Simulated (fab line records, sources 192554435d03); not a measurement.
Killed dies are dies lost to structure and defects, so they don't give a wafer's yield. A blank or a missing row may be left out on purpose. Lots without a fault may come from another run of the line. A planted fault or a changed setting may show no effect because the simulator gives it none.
Chamber matching | flow n5_finfet | N5_DUMMY_GATE_STRIP_40 on rie_diel-03: 4 sister chambers
The step strips in CF4. 4 wafers are shown with their chamber, then 9 later ones without.

WAFERS WITH THEIR CHAMBER
wafer  | chamber | showerhead_plenum_p_Torr (Torr)
L079.5 | 1       | 1.83
L093.2 | 0       | 1.83
L093.4 | 2       | 1.78
L093.6 | 3       | 1.85

WAFERS WITHOUT THEIR CHAMBER
wafer  | showerhead_plenum_p_Torr (Torr)
L094.3 | 1.85
L094.5 | 1.83
L094.6 | 1.83
L095.1 | 1.83
L095.3 | 1.77
L095.6 | 1.83
L096.1 | 1.83
L096.4 | 1.83
L096.5 | 1.77

WHICH CHAMBER EACH WENT THROUGH
wafer  | from the rows above     | in truth
L094.3 | 3                       | 3
L094.5 | can't be placed: 0 or 1 | 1
L094.6 | can't be placed: 0 or 1 | 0
L095.1 | can't be placed: 0 or 1 | 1
L095.3 | 2                       | 2
L095.6 | can't be placed: 0 or 1 | 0
L096.1 | can't be placed: 0 or 1 | 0
L096.4 | can't be placed: 0 or 1 | 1
L096.5 | 2                       | 2
Placed correctly: 3 of 9. Can't be placed from these rows: 6 (the true chamber is among the candidates in 6). Placed wrongly: 0.
How it was worked out, from the rows above alone: a wafer's distance from a chamber is the root of the sum, over the readings, of the square of ((its reading less the chamber's mean) divided by the reading's scatter). The wafer belongs to the nearest chamber; if the next one is less than 2 further off, it can't be placed. A chamber's mean is the mean of its shown wafers. The scatter: with one shown wafer a chamber, the root of the mean of the squares of how far each hidden wafer lies from its nearest shown one.
